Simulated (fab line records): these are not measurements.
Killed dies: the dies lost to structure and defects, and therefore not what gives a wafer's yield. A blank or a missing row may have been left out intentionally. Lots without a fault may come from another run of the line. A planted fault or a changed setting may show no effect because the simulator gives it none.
fab line records    flow n5-finfet
record: lots: 24  wafers: 72  last-day: 17
route steps=1938 shown BEOL_M5@1168 BEOL_M6@1209
lots with no fault: from the same line, run without faults
start-h: the number of hours between the record's first day and the start of the first shown wafer of the lot    wait-h: how many hours have passed since the lot's step before this one    " unchanged from the row above    L1.1+2: a single row standing in for several wafers    - either no value or no given start    * or withheld: withheld    < > ~ a bound
route shown NAME@n: names a module that has steps shown in the file, with the first one's number in the route    usual: mean/standard deviation of fault-free wafers    same: alike in all rows    chamber/n: place in a boat    sites: the reading at each site    _std_site: standard deviation across them    _edge_site: the outer-site mean with the inner-site mean subtracted    radius-mm: for every site, how far away it sits from the centre of the wafer    mask NAME#n: copy n    behind: the tool/chamber that last shaped the wafer    hold: what put the lot on hold/how long, in hours/how the hold closed    device: whichever transistor did not switch (one of n, p or np)    end of line: the tests these same wafers got at the end of their route    a step given without rows: its recipe and nothing more    killed: not the wafer's yield, but the dies lost to structure and defects at the first sort    map: the dies of a wafer, with x for killed, . for not killed, _ for no die there
set.NAME: the setting that was run; set.NAME@STEP: the one run at that earlier step    model.NAME: the simulator's own value behind a step, which no gauge read
one table for each step of the route and one row for each wafer, over a sample of lots
services: from which hour (start-h, from the record's first day; less than 0 if before it) a tool's chamber was out of use, for how many hours, and why
== steps ==
step: N5_BEOL_M5_CD_MEAS_35
recipe: target-cd-nm: 28  target-cd-y-nm: 24  polarity: opening
usual: cd-nm: 27.9/0.43
lot.wafer  tool       chamber  start-h  wait-h  cd-nm
L074.1     cd-sem-01  -        169.63   0.0     28.2
L074.2     "          -        "        "       27.3
L074.3     "          -        "        "       28.0
L075.2     cd-sem-01  -        178.63   0.0     27.7
L075.3     "          -        "        "       27.5
L075.6     "          -        "        "       27.2
L076.2     cd-sem-01  -        185.78   0.0     28.1
L076.5     "          -        "        "       28.4
L076.6     "          -        "        "       28.2
L077.1     cd-sem-03  -        185.97   0.0     27.3
L077.2     "          -        "        "       28.0
L077.5     "          -        "        "       28.1
L078.2     cd-sem-03  -        191.88   0.0     28.4
L078.4     "          -        "        "       28.6
L078.6     "          -        "        "       28.3
L079.1     cd-sem-01  -        198.36   0.0     27.9
L079.2     "          -        "        "       27.6
L079.4     "          -        "        "       27.8
L080.2     cd-sem-02  -        200.99   0.0     28.2
L080.3     "          -        "        "       28.9
L080.6     "          -        "        "       28.3
L082.2     cd-sem-02  -        214.25   0.0     27.7
L082.3     "          -        "        "       27.9
L082.6     "          -        "        "       27.8
L081.1     cd-sem-03  -        218.13   0.0     28.7
L081.3     "          -        "        "       28.3
L081.6     "          -        "        "       28.4
L083.3     cd-sem-02  -        223.52   0.0     27.9
L083.4     "          -        "        "       28.5
L083.5     "          -        "        "       28.0
L084.1     cd-sem-02  -        229.25   0.0     27.9
L084.2     "          -        "        "       27.9
L084.4     "          -        "        "       27.7
L086.2     cd-sem-03  -        232.86   0.0     27.7
L086.3     "          -        "        "       28.0
L086.4     "          -        "        "       27.0
L085.1     cd-sem-01  -        250.76   0.0     28.1
L085.4     "          -        "        "       28.6
L085.5     "          -        "        "       27.9
L087.4     cd-sem-01  -        250.99   0.0     28.4
L087.5     "          -        "        "       27.9
L087.6     "          -        "        "       28.0
L088.2     cd-sem-03  -        253.81   0.0     28.2
L088.4     "          -        "        "       27.6
L088.6     "          -        "        "       28.1
L089.2     cd-sem-01  -        253.91   0.0     27.9
L089.3     "          -        "        "       28.6
L089.6     "          -        "        "       28.4
L090.4     cd-sem-03  -        271.45   0.0     27.9
L090.5     "          -        "        "       27.9
L090.6     "          -        "        "       28.0
L091.1     cd-sem-02  -        277.18   0.0     27.7
L091.4     "          -        "        "       27.3
L091.5     "          -        "        "       27.4
L092.1     cd-sem-01  -        282.45   0.0     27.5
L092.2     "          -        "        "       28.0
L092.4     "          -        "        "       27.8
L093.1     cd-sem-03  -        284.71   0.0     28.1
L093.3     "          -        "        "       28.4
L093.4     "          -        "        "       28.1
L094.4     cd-sem-02  -        290.36   0.0     27.8
L094.5     "          -        "        "       27.4
L094.6     "          -        "        "       27.3
L095.2     cd-sem-03  -        297.03   0.0     27.6
L095.3     "          -        "        "       28.0
L095.5     "          -        "        "       27.5
L096.1     cd-sem-02  -        305.45   0.0     28.2
L096.2     "          -        "        "       27.7
L096.3     "          -        "        "       27.1
L097.3     cd-sem-01  -        305.75   0.0     27.5
L097.4     "          -        "        "       27.2
L097.6     "          -        "        "       27.3
step: N5_BEOL_M5_DEGAS_44
recipe: ambient: vacuum  temp-c: 250  time-s: 60
usual: heater-power-w: 322/33
lot.wafer  tool            chamber  start-h  wait-h  heater-power-w
L074.1     pvd-sputter-03  -        170.76   0.6     350
L074.2     "               -        "        "       300
L074.3     "               -        "        "       252
L075.2     pvd-sputter-03  -        179.09   0.3     333
L075.3     "               -        "        "       307
L075.6     "               -        "        "       260
L076.2     pvd-sputter-03  -        186.14   0.2     296
L076.5     "               -        "        "       346
L076.6     "               -        "        "       324
L077.1     pvd-sputter-03  -        186.33   0.3     351
L077.2     "               -        "        "       254
L077.5     "               -        "        "       294
L078.2     pvd-sputter-02  -        192.59   0.4     306
L078.4     "               -        "        "       337
L078.6     "               -        "        "       355
L079.1     pvd-sputter-02  -        198.85   0.3     345
L079.2     "               -        "        "       316
L079.4     "               -        "        "       298
L080.2     pvd-sputter-03  -        201.51   0.4     256
L080.3     "               -        "        "       304
L080.6     "               -        "        "       361
L082.2     pvd-sputter-01  -        214.81   0.3     306
L082.3     "               -        "        "       300
L082.6     "               -        "        "       382
L081.1     pvd-sputter-02  -        218.65   0.4     301
L081.3     "               -        "        "       335
L081.6     "               -        "        "       357
L083.3     pvd-sputter-01  -        223.88   0.2     309
L083.4     "               -        "        "       372
L083.5     "               -        "        "       361
L084.1     pvd-sputter-01  -        229.98   0.3     362
L084.2     "               -        "        "       302
L084.4     "               -        "        "       377
L086.2     pvd-sputter-03  -        233.59   0.6     297
L086.3     "               -        "        "       327
L086.4     "               -        "        "       255
L085.1     pvd-sputter-01  -        251.17   0.3     310
L085.4     "               -        "        "       312
L085.5     "               -        "        "       362
L087.4     pvd-sputter-02  -        251.47   0.1     337
L087.5     "               -        "        "       303
L087.6     "               -        "        "       344
L088.2     pvd-sputter-03  -        254.19   0.2     263
L088.4     "               -        "        "       349
L088.6     "               -        "        "       322
L089.2     pvd-sputter-03  -        254.59   0.3     326
L089.3     "               -        "        "       362
L089.6     "               -        "        "       306
L090.4     pvd-sputter-03  -        271.98   0.1     350
L090.5     "               -        "        "       321
L090.6     "               -        "        "       358
L091.1     pvd-sputter-02  -        277.55   0.3     303
L091.4     "               -        "        "       325
L091.5     "               -        "        "       307
L092.1     pvd-sputter-02  -        282.81   0.3     358
L092.2     "               -        "        "       303
L092.4     "               -        "        "       323
L093.1     pvd-sputter-01  -        285.65   0.8     377
L093.3     "               -        "        "       308
L093.4     "               -        "        "       371
L094.4     pvd-sputter-01  -        290.79   0.2     313
L094.5     "               -        "        "       377
L094.6     "               -        "        "       306
L095.2     pvd-sputter-02  -        297.63   0.2     336
L095.3     "               -        "        "       303
L095.5     "               -        "        "       327
L096.1     pvd-sputter-02  -        305.94   0.3     302
L096.2     "               -        "        "       323
L096.3     "               -        "        "       352
L097.3     pvd-sputter-03  -        307.10   1.1     358
L097.4     "               -        "        "       259
L097.6     "               -        "        "       327
step: N5_BEOL_M5_ANNEAL_49
recipe: temp-c: 400  time-s: 1800  ambient: vacuum
usual: heater-power-w: 815/78  susceptor_temp_C_max: 401.0/0.39
lot.wafer  tool            chamber  start-h  wait-h  heater-power-w  susceptor_temp_C_max
L074.1     pvd-sputter-03  -        171.54   0.0     732             400.3
L074.2     "               -        "        "       865             401.2
L074.3     "               -        "        "       844             401.0
L075.2     pvd-sputter-02  -        179.78   0.0     765             401.1
L075.3     "               -        "        "       882             401.1
L075.6     "               -        "        "       895             401.3
L076.2     pvd-sputter-03  -        186.83   0.0     733             400.6
L076.5     "               -        "        "       745             400.4
L076.6     "               -        "        "       864             401.1
L077.1     pvd-sputter-02  -        187.53   0.0     744             401.1
L077.2     "               -        "        "       813             400.5
L077.5     "               -        "        "       828             401.3
L078.2     pvd-sputter-01  -        194.08   0.0     761             401.5
L078.4     "               -        "        "       898             400.5
L078.6     "               -        "        "       881             400.3
L079.1     pvd-sputter-01  -        199.88   0.0     777             400.9
L079.2     "               -        "        "       941             400.8
L079.4     "               -        "        "       889             400.8
L080.2     pvd-sputter-02  -        202.88   0.0     864             401.7
L080.3     "               -        "        "       803             400.9
L080.6     "               -        "        "       862             401.7
L082.2     pvd-sputter-03  -        215.44   0.0     756             400.8
L082.3     "               -        "        "       808             401.5
L082.6     "               -        "        "       796             401.2
L081.1     pvd-sputter-01  -        219.52   0.0     948             401.1
L081.3     "               -        "        "       907             400.5
L081.6     "               -        "        "       758             400.9
L083.3     pvd-sputter-02  -        225.19   0.0     751             401.6
L083.4     "               -        "        "       869             401.0
L083.5     "               -        "        "       837             401.4
L084.1     pvd-sputter-02  -        230.88   0.0     804             400.7
L084.2     "               -        "        "       877             401.4
L084.4     "               -        "        "       767             401.5
L086.2     pvd-sputter-01  -        234.26   0.0     760             401.2
L086.3     "               -        "        "       897             400.8
L086.4     "               -        "        "       777             400.6
L085.1     pvd-sputter-01  -        251.80   0.0     903             400.6
L085.4     "               -        "        "       759             401.1
L085.5     "               -        "        "       932             401.4
L087.4     pvd-sputter-02  -        252.51   0.0     892             400.8
L087.5     "               -        "        "       846             401.8
L087.6     "               -        "        "       752             401.1
L088.2     pvd-sputter-03  -        255.15   0.0     828             401.2
L088.4     "               -        "        "       762             400.1
L088.6     "               -        "        "       746             400.5
L089.2     pvd-sputter-01  -        256.79   0.0     936             401.0
L089.3     "               -        "        "       760             401.0
L089.6     "               -        "        "       757             401.6
L090.4     pvd-sputter-01  -        273.09   0.0     766             400.8
L090.5     "               -        "        "       898             400.3
L090.6     "               -        "        "       768             400.8
L091.1     pvd-sputter-02  -        278.37   0.0     762             400.9
L091.4     "               -        "        "       878             401.6
L091.5     "               -        "        "       880             400.9
L092.1     pvd-sputter-03  -        283.59   0.0     744             400.6
L092.2     "               -        "        "       889             400.6
L092.4     "               -        "        "       812             401.0
L093.1     pvd-sputter-01  -        286.45   0.0     759             400.4
L093.3     "               -        "        "       937             400.9
L093.4     "               -        "        "       889             400.7
L094.4     pvd-sputter-01  -        291.73   0.0     783             400.7
L094.5     "               -        "        "       785             401.1
L094.6     "               -        "        "       914             400.9
L095.2     pvd-sputter-03  -        299.17   0.0     653             401.1
L095.3     "               -        "        "       733             400.5
L095.5     "               -        "        "       867             401.4
L096.1     pvd-sputter-03  -        307.42   0.0     635             401.1
L096.2     "               -        "        "       849             400.8
L096.3     "               -        "        "       743             400.3
L097.3     pvd-sputter-02  -        308.22   0.0     902             401.2
L097.4     "               -        "        "       828             402.0
L097.6     "               -        "        "       905             401.2
step: N5_BEOL_M5_PRE_CLEAN_77
recipe: gas: NH3/H2  time-s: 15  temp-c: *  rf-power-w: 300
usual: heater-power-w: 89/11
lot.wafer  tool       chamber  start-h  wait-h  heater-power-w
L074.1     cvd-co-02  0        176.65   0.0     97
L074.2     "          1        "        "       97
L074.3     "          2        "        "       88
L075.2     cvd-co-02  2        184.92   0.1     87
L075.3     "          1        "        "       96
L075.6     "          2        "        "       87
L076.2     cvd-co-02  0        192.09   0.0     99
L076.5     "          1        "        "       94
L076.6     "          0        "        "       98
L077.1     cvd-co-02  1        193.72   0.3     99
L077.2     "          0        "        "       97
L077.5     "          0        "        "       97
L078.2     cvd-co-02  1        199.18   0.0     99
L078.4     "          0        "        "       98
L078.6     "          2        "        "       87
L079.1     cvd-co-02  0        205.00   0.0     94
L079.2     "          2        "        "       88
L079.4     "          0        "        "       98
L080.2     cvd-co-02  2        208.34   0.3     87
L080.3     "          1        "        "       97
L080.6     "          2        "        "       90
L082.2     cvd-co-02  0        220.84   0.0     96
L082.3     "          1        "        "       98
L082.6     "          1        "        "       98
L081.1     cvd-co-02  0        224.63   0.0     97
L081.3     "          2        "        "       92
L081.6     "          2        "        "       88
L083.3     cvd-co-02  2        230.29   0.0     89
L083.4     "          1        "        "       101
L083.5     "          0        "        "       99
L084.1     cvd-co-02  0        235.98   0.0     98
L084.2     "          1        "        "       99
L084.4     "          1        "        "       100
L086.2     cvd-co-01  0        239.48   0.0     71
L086.3     "          1        "        "       68
L086.4     "          2        "        "       88
L085.1     cvd-co-02  2        256.90   0.0     91
L085.4     "          1        "        "       99
L085.5     "          0        "        "       98
L087.4     cvd-co-02  2        257.66   0.1     89
L087.5     "          1        "        "       101
L087.6     "          0        "        "       99
L088.2     cvd-co-01  1        260.27   0.0     67
L088.4     "          1        "        "       68
L088.6     "          0        "        "       69
L089.2     cvd-co-01  2        261.88   0.0     85
L089.3     "          0        "        "       73
L089.6     "          2        "        "       87
L090.4     cvd-co-02  1        278.37   0.1     102
L090.5     "          0        "        "       99
L090.6     "          2        "        "       90
L091.1     cvd-co-01  2        283.49   0.1     89
L091.4     "          0        "        "       73
L091.5     "          1        "        "       67
L092.1     cvd-co-01  1        288.69   0.0     69
L092.2     "          2        "        "       87
L092.4     "          0        "        "       73
L093.1     cvd-co-02  2        291.63   0.1     89
L093.3     "          1        "        "       99
L093.4     "          0        "        "       96
L094.4     cvd-co-01  2        296.89   0.1     88
L094.5     "          0        "        "       72
L094.6     "          1        "        "       67
L095.2     cvd-co-01  1        304.29   0.0     68
L095.3     "          2        "        "       87
L095.5     "          0        "        "       72
L096.1     cvd-co-02  1        312.52   0.0     98
L096.2     "          0        "        "       97
L096.3     "          2        "        "       91
L097.3     cvd-co-01  2        313.31   0.0     88
L097.4     "          0        "        "       73
L097.6     "          1        "        "       67
step: N5_BEOL_M5_RS_MEAS_57
recipe: thk-meas-gauge: four-point-probe  reads: Co_of_BEOL_M5_CO_CAP_78+Cu_of_BEOL_M5_ECD_50+Co_of_BEOL_M5_CVD_47+TaN_of_BEOL_M5_ALD_86
usual: M5_RS: 0.384/0.014
lot.wafer  tool           chamber  start-h  wait-h  M5_RS[ohm/sq]
L074.1     film-metro-02  -        176.87   0.0     0.366
L074.2     "              -        "        "       0.387
L074.3     "              -        "        "       0.399
L075.2     film-metro-01  -        185.15   0.1     0.355
L075.3     "              -        "        "       0.352
L075.6     "              -        "        "       0.368
L076.2     film-metro-01  -        192.31   0.1     0.411
L076.5     "              -        "        "       0.414
L076.6     "              -        "        "       0.405
L077.1     film-metro-01  -        193.94   0.0     0.383
L077.2     "              -        "        "       0.371
L077.5     "              -        "        "       0.382
L078.2     film-metro-02  -        199.43   0.1     0.360
L078.4     "              -        "        "       0.390
L078.6     "              -        "        "       0.388
L079.1     film-metro-01  -        205.28   0.1     0.392
L079.2     "              -        "        "       0.358
L079.4     "              -        "        "       0.362
L080.2     film-metro-02  -        208.56   0.1     0.390
L080.3     "              -        "        "       0.397
L080.6     "              -        "        "       0.389
L082.2     film-metro-01  -        221.06   0.1     0.372
L082.3     "              -        "        "       0.388
L082.6     "              -        "        "       0.403
L081.1     film-metro-02  -        224.86   0.1     0.404
L081.3     "              -        "        "       0.414
L081.6     "              -        "        "       0.389
L083.3     film-metro-02  -        230.51   0.1     0.368
L083.4     "              -        "        "       0.385
L083.5     "              -        "        "       0.381
L084.1     film-metro-02  -        236.20   0.0     0.411
L084.2     "              -        "        "       0.391
L084.4     "              -        "        "       0.381
L086.2     film-metro-02  -        239.71   0.1     0.380
L086.3     "              -        "        "       0.399
L086.4     "              -        "        "       0.391
L085.1     film-metro-02  -        257.12   0.0     0.397
L085.4     "              -        "        "       0.386
L085.5     "              -        "        "       0.402
L087.4     film-metro-02  -        257.87   0.0     0.387
L087.5     "              -        "        "       0.376
L087.6     "              -        "        "       0.368
L088.2     film-metro-02  -        260.49   0.1     0.374
L088.4     "              -        "        "       0.392
L088.6     "              -        "        "       0.387
L089.2     film-metro-02  -        262.11   0.1     0.363
L089.3     "              -        "        "       0.394
L089.6     "              -        "        "       0.382
L090.4     film-metro-01  -        278.58   0.0     0.365
L090.5     "              -        "        "       0.384
L090.6     "              -        "        "       0.367
L091.1     film-metro-01  -        283.71   0.0     0.365
L091.4     "              -        "        "       0.403
L091.5     "              -        "        "       0.380
L092.1     film-metro-01  -        288.91   0.0     0.379
L092.2     "              -        "        "       0.396
L092.4     "              -        "        "       0.388
L093.1     film-metro-01  -        291.86   0.0     0.382
L093.3     "              -        "        "       0.390
L093.4     "              -        "        "       0.380
L094.4     film-metro-01  -        297.10   0.0     0.380
L094.5     "              -        "        "       0.398
L094.6     "              -        "        "       0.400
L095.2     film-metro-01  -        304.51   0.1     0.381
L095.3     "              -        "        "       0.391
L095.5     "              -        "        "       0.393
L096.1     film-metro-02  -        312.74   0.0     0.364
L096.2     "              -        "        "       0.395
L096.3     "              -        "        "       0.361
L097.3     film-metro-02  -        313.54   0.1     0.401
L097.4     "              -        "        "       0.376
L097.6     "              -        "        "       0.398
step: N5_BEOL_M6_INSPECT_13
recipe: mode: adi  inspect-instrument: brightfield
usual: raw-defect-count: 430/93
lot.wafer  tool               chamber  start-h  wait-h  raw-defect-count
L074.1     defect-inspect-02  -        179.56   0.0     314
L074.2     "                  -        "        "       359
L074.3     "                  -        "        "       308
L075.2     defect-inspect-02  -        186.43   0.0     472
L075.3     "                  -        "        "       551
L075.6     "                  -        "        "       352
L076.2     defect-inspect-01  -        195.01   0.0     381
L076.5     "                  -        "        "       321
L076.6     "                  -        "        "       260
L077.1     defect-inspect-01  -        195.55   0.0     465
L077.2     "                  -        "        "       445
L077.5     "                  -        "        "       425
L078.2     defect-inspect-01  -        200.59   0.0     620
L078.4     "                  -        "        "       496
L078.6     "                  -        "        "       631
L079.1     defect-inspect-01  -        208.13   0.0     473
L079.2     "                  -        "        "       483
L079.4     "                  -        "        "       396
L080.2     defect-inspect-01  -        212.07   0.0     412
L080.3     "                  -        "        "       346
L080.6     "                  -        "        "       418
L082.2     defect-inspect-01  -        223.37   0.0     535
L082.3     "                  -        "        "       686
L082.6     "                  -        "        "       445
L081.1     defect-inspect-02  -        226.86   0.0     345
L081.3     "                  -        "        "       400
L081.6     "                  -        "        "       374
L083.3     defect-inspect-01  -        233.48   0.0     385
L083.4     "                  -        "        "       400
L083.5     "                  -        "        "       481
L084.1     defect-inspect-01  -        238.98   0.0     291
L084.2     "                  -        "        "       299
L084.4     "                  -        "        "       343
L086.2     defect-inspect-01  -        242.53   0.0     497
L086.3     "                  -        "        "       428
L086.4     "                  -        "        "       543
L085.1     defect-inspect-02  -        259.22   0.0     529
L085.4     "                  -        "        "       594
L085.5     "                  -        "        "       409
L087.4     defect-inspect-01  -        260.14   0.0     457
L087.5     "                  -        "        "       488
L087.6     "                  -        "        "       408
L088.2     defect-inspect-01  -        262.38   0.0     472
L088.4     "                  -        "        "       355
L088.6     "                  -        "        "       486
L089.2     defect-inspect-01  -        263.45   0.0     608
L089.3     "                  -        "        "       649
L089.6     "                  -        "        "       455
L090.4     defect-inspect-01  -        281.72   0.0     363
L090.5     "                  -        "        "       511
L090.6     "                  -        "        "       532
L091.1     defect-inspect-02  -        285.69   0.0     311
L091.4     "                  -        "        "       489
L091.5     "                  -        "        "       374
L092.1     defect-inspect-02  -        291.08   0.0     417
L092.2     "                  -        "        "       332
L092.4     "                  -        "        "       319
L093.1     defect-inspect-02  -        294.55   0.0     389
L093.3     "                  -        "        "       389
L093.4     "                  -        "        "       403
L094.4     defect-inspect-02  -        299.86   0.0     274
L094.5     "                  -        "        "       390
L094.6     "                  -        "        "       313
L095.2     defect-inspect-02  -        306.38   0.0     584
L095.3     "                  -        "        "       509
L095.5     "                  -        "        "       423
L096.1     defect-inspect-02  -        315.86   0.0     434
L096.2     "                  -        "        "       467
L096.3     "                  -        "        "       478
L097.3     defect-inspect-02  -        316.05   0.0     473
L097.4     "                  -        "        "       420
L097.6     "                  -        "        "       359
== services ==
tool            chamber  start-h  hours  kind
cvd-co-02       -        154.10   6.9    pm
pvd-sputter-01  -        161.78   0.8    repair
cvd-co-01       -        171.84   39.5   repair
cvd-co-01       -        284.64   1.2    repair
cvd-co-02       -        300.71   1.5    repair
== key ==
fault none
